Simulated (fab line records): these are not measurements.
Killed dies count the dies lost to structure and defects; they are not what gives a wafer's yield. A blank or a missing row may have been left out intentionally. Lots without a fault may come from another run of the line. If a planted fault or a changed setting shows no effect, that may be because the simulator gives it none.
fab line records -- flow n5-finfet
record: lots: 11, wafers: 33, last-day: 18
route steps=1938 shown STI_FIN_REVEAL@188 DUMMY_GATE@225 BEOL_M4@1111
lots that met no fault: taken from a fault-free run of the same line
start-h: start of the lot's first displayed wafer, in hours after the record's first day -- wait-h: how many hours have passed since the lot's step before this one -- " unchanged from the row above -- L1.1+2: one row covering several wafers at once -- - either no value or no given start -- * or withheld: withheld -- < > ~ a bound
route shown NAME@n: names a module that has steps shown in the file, with the first one's number in the route -- usual: mean/standard deviation taken from wafers without a fault -- same: alike in all rows -- chamber/n: place in a boat -- sites: each site's reading -- _std_site: their standard deviation -- _edge_site: outer sites' mean less inner sites' -- radius-mm: how far each site lies from the wafer's centre -- mask NAME#n: copy n -- behind: the most recent tool/chamber to have shaped the wafer -- hold: why the lot was held/for how many hours/how that ended -- device: the n, p or np transistor that did not switch -- end of line: tests of these same wafers at the route's end -- step lacking rows: just its recipe -- killed: dies lost to structure and defects at the first sort, not the wafer's yield -- map: the dies of a wafer, with x for killed, . for not killed, _ for no die there
set.NAME: the setting that was run; set.NAME@STEP: the one run at that earlier step -- model.NAME: the simulator's own value behind a step, which no gauge read
route steps across a sampled set of lots; one table per step, one row per wafer
services: from which hour (start-h, from the record's first day; less than 0 if before it) a tool's chamber was out of use, for how many hours, and why
== steps ==
step: N5_STI_FIN_REVEAL_THK_MEAS_05
usual: thk-nm: 131.8/0.9
lot.wafer,tool,chamber,start-h,wait-h,thk-nm
L564.1,film-metro-01,-,34.39,-,131.4
L564.2,film-metro-01,-,34.39,-,130.9
L564.6,film-metro-01,-,34.39,-,131.3
L565.1,film-metro-02,-,42.42,-,132.9
L565.4,film-metro-02,-,42.42,-,134.3
L565.5,film-metro-02,-,42.42,-,133.1
L571.1,film-metro-02,-,74.99,-,131.0
L571.3,film-metro-02,-,74.99,-,131.7
L571.5,film-metro-02,-,74.99,-,130.3
L573.2,film-metro-02,-,86.71,-,132.7
L573.5,film-metro-02,-,86.71,-,132.1
L573.6,film-metro-02,-,86.71,-,132.2
L574.2,film-metro-02,-,93.28,-,131.8
L574.3,film-metro-02,-,93.28,-,132.6
L574.6,film-metro-02,-,93.28,-,131.9
L576.1,film-metro-02,-,106.60,-,131.7
L576.2,film-metro-02,-,106.60,-,131.1
L576.3,film-metro-02,-,106.60,-,132.5
L583.1,film-metro-02,-,146.75,-,133.1
L583.3,film-metro-02,-,146.75,-,132.8
L583.6,film-metro-02,-,146.75,-,133.0
L584.2,film-metro-01,-,155.10,-,131.5
L584.3,film-metro-01,-,155.10,-,130.7
L584.5,film-metro-01,-,155.10,-,131.1
L585.3,film-metro-01,-,160.12,-,130.5
L585.4,film-metro-01,-,160.12,-,131.1
L585.5,film-metro-01,-,160.12,-,131.5
L586.3,film-metro-01,-,165.68,-,131.7
L586.4,film-metro-01,-,165.68,-,131.0
L586.5,film-metro-01,-,165.68,-,130.9
L587.1,film-metro-01,-,173.15,-,132.6
L587.2,film-metro-01,-,173.15,-,132.0
L587.3,film-metro-01,-,173.15,-,132.1
step: N5_DUMMY_GATE_COAT_09
recipe: resist: CAR-EUV, spin-rpm: 1500, resist-thk-nm: 30
usual: spin-speed-rpm: 1500.2/1.1
lot.wafer,tool,chamber,start-h,wait-h,spin-speed-rpm
L564.1,litho-track-03,0,48.12,-,1500.5
L564.2,litho-track-03,0,48.12,-,1501.1
L564.6,litho-track-03,0,48.12,-,1500.3
L565.1,litho-track-03,0,56.12,-,1501.3
L565.4,litho-track-03,0,56.12,-,1500.8
L565.5,litho-track-03,0,56.12,-,1499.5
L571.1,litho-track-03,0,88.49,-,1336.8
L571.3,litho-track-03,0,88.49,-,1336.2
L571.5,litho-track-03,0,88.49,-,1337.5
L574.2,litho-track-03,0,105.06,-,1337.6
L574.3,litho-track-03,0,105.06,-,1337.7
L574.6,litho-track-03,0,105.06,-,1337.5
L573.2,litho-track-03,0,105.67,-,1335.9
L573.5,litho-track-03,0,105.67,-,1335.9
L573.6,litho-track-03,0,105.67,-,1336.5
L576.1,litho-track-01,0,118.44,-,1499.3
L576.2,litho-track-01,0,118.44,-,1498.3
L576.3,litho-track-01,0,118.44,-,1497.5
L583.1,litho-track-01,0,162.42,-,1497.2
L583.3,litho-track-01,0,162.42,-,1501.1
L583.6,litho-track-01,0,162.42,-,1501.4
L584.2,litho-track-03,0,170.62,-,1499.7
L584.3,litho-track-03,0,170.62,-,1502.6
L584.5,litho-track-03,0,170.62,-,1500.9
L585.3,litho-track-03,0,172.27,-,1499.3
L585.4,litho-track-03,0,172.27,-,1500.7
L585.5,litho-track-03,0,172.27,-,1501.3
L586.3,litho-track-04,0,186.66,-,1499.3
L586.4,litho-track-04,0,186.66,-,1498.3
L586.5,litho-track-04,0,186.66,-,1500.1
L587.1,litho-track-01,0,190.56,-,1501.3
L587.2,litho-track-01,0,190.56,-,1500.6
L587.3,litho-track-01,0,190.56,-,1500.3
step: N5_DUMMY_GATE_CD_MEAS_15
recipe: target-cd-nm: 25.8, landing-energy-ev: 500, detector: se-inlens
usual: cd-nm: 25.00/0.23
same: landing-energy-ev: 500
lot.wafer,tool,chamber,start-h,wait-h,cd-nm
L564.1,cd-sem-03,0,48.50,-,25.14
L564.2,cd-sem-03,0,48.50,-,24.88
L564.6,cd-sem-03,0,48.50,-,25.00
L565.1,cd-sem-01,0,56.37,-,25.25
L565.4,cd-sem-01,0,56.37,-,25.22
L565.5,cd-sem-01,0,56.37,-,24.92
L571.1,cd-sem-01,0,88.74,-,24.85
L571.3,cd-sem-01,0,88.74,-,24.92
L571.5,cd-sem-01,0,88.74,-,24.84
L574.2,cd-sem-02,0,105.32,-,25.46
L574.3,cd-sem-02,0,105.32,-,25.04
L574.6,cd-sem-02,0,105.32,-,25.13
L573.2,cd-sem-02,0,106.05,-,24.97
L573.5,cd-sem-02,0,106.05,-,24.58
L573.6,cd-sem-02,0,106.05,-,25.10
L576.1,cd-sem-01,0,118.82,-,25.53
L576.2,cd-sem-01,0,118.82,-,25.51
L576.3,cd-sem-01,0,118.82,-,25.13
L583.1,cd-sem-02,0,162.82,-,25.06
L583.3,cd-sem-02,0,162.82,-,24.96
L583.6,cd-sem-02,0,162.82,-,24.75
L584.2,cd-sem-03,0,170.88,-,24.84
L584.3,cd-sem-03,0,170.88,-,25.07
L584.5,cd-sem-03,0,170.88,-,25.08
L585.3,cd-sem-03,0,172.66,-,24.84
L585.4,cd-sem-03,0,172.66,-,25.37
L585.5,cd-sem-03,0,172.66,-,25.04
L586.3,cd-sem-03,0,187.04,-,25.23
L586.4,cd-sem-03,0,187.04,-,25.78
L586.5,cd-sem-03,0,187.04,-,25.34
L587.1,cd-sem-01,0,190.82,-,25.04
L587.2,cd-sem-01,0,190.82,-,24.96
L587.3,cd-sem-01,0,190.82,-,24.82
step: N5_DUMMY_GATE_OVL_MEAS_16
recipe: points-per-wafer: 522
usual: GATE_OVL: 0.2/0.65
lot.wafer,tool,chamber,start-h,wait-h,GATE_OVL[nm]
L564.1,overlay-02,0,48.54,0.0,0.2
L564.2,overlay-02,0,48.54,0.0,0.5
L564.6,overlay-02,0,48.54,0.0,1.0
L565.1,overlay-01,0,56.41,0.0,0.0
L565.4,overlay-01,0,56.41,0.0,0.7
L565.5,overlay-01,0,56.41,0.0,0.2
L571.1,overlay-01,0,88.78,0.0,1.8
L571.3,overlay-01,0,88.78,0.0,0.8
L571.5,overlay-01,0,88.78,0.0,1.0
L574.2,overlay-01,0,105.37,0.0,1.2
L574.3,overlay-01,0,105.37,0.0,-0.1
L574.6,overlay-01,0,105.37,0.0,0.6
L573.2,overlay-02,0,106.09,0.0,0.3
L573.5,overlay-02,0,106.09,0.0,-0.6
L573.6,overlay-02,0,106.09,0.0,0.7
L576.1,overlay-01,0,118.86,0.0,0.5
L576.2,overlay-01,0,118.86,0.0,-0.5
L576.3,overlay-01,0,118.86,0.0,0.0
L583.1,overlay-01,0,162.86,0.0,0.9
L583.3,overlay-01,0,162.86,0.0,0.2
L583.6,overlay-01,0,162.86,0.0,0.2
L584.2,overlay-01,0,170.92,0.0,-0.4
L584.3,overlay-01,0,170.92,0.0,-1.0
L584.5,overlay-01,0,170.92,0.0,-1.0
L585.3,overlay-02,0,172.71,0.0,0.9
L585.4,overlay-02,0,172.71,0.0,1.1
L585.5,overlay-02,0,172.71,0.0,0.4
L586.3,overlay-01,0,187.13,0.1,-0.4
L586.4,overlay-01,0,187.13,0.1,-0.5
L586.5,overlay-01,0,187.13,0.1,-0.2
L587.1,overlay-01,0,190.86,0.0,0.7
L587.2,overlay-01,0,190.86,0.0,-0.7
L587.3,overlay-01,0,190.86,0.0,0.8
step: N5_BEOL_M4_RC_MEAS_101
usual: DIBL_N: 36.4/1.3, DIBL_P: 36.5/1.7, IOFF_N: 0.154/0.022, IOFF_P: 0.202/0.025, ION_N: 671/9.8, ION_P: 460/6.8, SS_N: 71.6/0.54, SS_P: 73.4/0.58, VT_N: 250.9/2.8, VT_P: -251.4/2.7
lot.wafer,tool,chamber,start-h,wait-h,DIBL_N[mV/V],DIBL_P[mV/V],IOFF_N[nA/um],IOFF_P[nA/um],ION_N[uA/um],ION_P[uA/um],SS_N[mV/dec],SS_P[mV/dec],VT_N[mV],VT_P[mV]
L564.1,prober-01,0,167.88,0.0,39.0,37.2,0.176,0.213,686,469,73.3,74.2,247.0,-251.2
L564.2,prober-01,0,167.88,0.0,39.4,37.7,0.183,0.222,683,461,72.5,74.1,247.6,-249.5
L564.6,prober-01,0,167.88,0.0,40.5,39.9,0.224,0.259,697,477,72.8,74.2,244.5,-250.8
L565.1,prober-02,0,172.44,0.0,37.2,35.9,0.159,0.181,682,449,73.0,73.1,252.0,-252.2
L565.4,prober-02,0,172.44,0.0,34.8,33.7,0.124,0.161,668,458,71.3,73.1,255.4,-252.7
L565.5,prober-02,0,172.44,0.0,37.4,36.4,0.168,0.194,674,452,72.1,72.9,250.2,-252.2
L571.1,prober-02,0,220.06,0.0,34.7,34.7,0.143,0.182,666,459,71.5,73.3,252.5,-252.7
L571.3,prober-02,0,220.06,0.0,35.6,35.9,0.165,0.202,678,465,71.1,73.2,249.2,-253.2
L571.5,prober-02,0,220.06,0.0,34.9,33.9,0.144,0.171,665,448,71.5,73.7,253.0,-252.8
L574.2,prober-01,0,220.87,0.2,36.8,36.3,0.158,0.227,679,472,71.4,73.0,249.1,-249.7
L574.3,prober-01,0,220.87,0.2,35.9,35.2,0.145,0.204,673,462,71.0,72.7,250.0,-251.9
L574.6,prober-01,0,220.87,0.2,35.2,33.9,0.131,0.184,670,461,71.1,71.6,249.8,-251.0
L573.2,prober-01,0,224.39,0.2,36.6,37.4,0.160,0.202,674,459,71.5,73.1,249.2,-249.9
L573.5,prober-01,0,224.39,0.2,34.4,34.8,0.126,0.170,655,453,71.5,73.1,253.9,-253.2
L573.6,prober-01,0,224.39,0.2,35.7,36.3,0.145,0.192,671,467,71.7,73.1,250.2,-250.3
L576.1,prober-01,0,230.23,0.0,35.9,38.8,0.157,0.192,673,458,71.7,73.6,249.1,-254.4
L576.2,prober-01,0,230.23,0.0,35.8,39.1,0.153,0.191,665,458,71.6,73.8,251.6,-251.8
L576.3,prober-01,0,230.23,0.0,35.6,38.8,0.147,0.182,672,452,71.8,73.1,252.3,-254.5
L583.1,prober-01,0,282.60,0.0,35.8,35.5,0.135,0.225,662,466,70.9,73.0,253.4,-250.0
L583.3,prober-01,0,282.60,0.0,38.0,37.1,0.161,0.260,656,461,72.7,73.9,249.9,-247.8
L583.6,prober-01,0,282.60,0.0,36.2,35.9,0.139,0.243,655,458,71.7,73.3,252.5,-245.9
L585.3,prober-02,0,287.61,0.3,38.7,40.7,0.203,0.250,671,462,73.0,74.1,248.8,-248.9
L585.4,prober-02,0,287.61,0.3,37.7,40.3,0.184,0.238,675,457,72.1,74.4,249.9,-249.7
L585.5,prober-02,0,287.61,0.3,38.3,41.4,0.213,0.267,679,461,72.4,73.9,248.1,-247.8
L584.2,prober-01,0,295.86,0.2,37.1,35.6,0.163,0.198,661,449,71.9,73.7,250.8,-252.9
L584.3,prober-01,0,295.86,0.2,37.6,37.3,0.188,0.241,676,463,71.9,74.4,244.2,-245.9
L584.5,prober-01,0,295.86,0.2,37.2,37.7,0.193,0.248,687,469,71.4,73.6,246.1,-245.7
L587.1,prober-01,0,305.59,0.0,36.1,37.4,0.157,0.192,677,453,71.5,73.3,247.4,-252.0
L587.2,prober-01,0,305.59,0.0,37.4,38.9,0.189,0.220,685,465,71.6,74.2,245.6,-250.3
L587.3,prober-01,0,305.59,0.0,37.3,38.9,0.187,0.211,669,455,71.8,73.7,248.7,-251.6
L586.3,prober-01,0,310.98,0.3,34.7,34.7,0.130,0.191,662,459,71.6,72.5,253.3,-251.2
L586.4,prober-01,0,310.98,0.3,35.0,35.3,0.134,0.199,679,466,70.6,72.7,251.0,-248.1
L586.5,prober-01,0,310.98,0.3,35.2,36.0,0.145,0.215,672,464,71.2,72.4,250.8,-249.1
== services ==
tool,chamber,start-h,hours,kind
litho-track-04,-,68.97,-,consumable-replace:filter
litho-track-04,-,167.82,-,consumable-replace:filter
litho-track-03,-,169.77,-,consumable-replace:filter
== key ==
first-sign: step: N5_DUMMY_GATE_COAT_09, reading: spin-speed-rpm, direction: down, sigmas: 99+, usual: *, struck: *
effect none on later readings
met-at N5_DUMMY_GATE_COAT_09
struck-lots L571,L573,L574
not-acting-at N5_STI_FIN_REVEAL_THK_MEAS_05,N5_DUMMY_GATE_CD_MEAS_15,N5_DUMMY_GATE_OVL_MEAS_16
onset-between 56.12 88.49
fault: kind: process-parameter-drift, tool: litho-track-03, chamber: -, onset-h: 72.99, steps: N5_DUMMY_GATE_COAT_09, channel: spin-rpm, offset: *, shape: step, end-h: 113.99, acts-in: *, stated: *
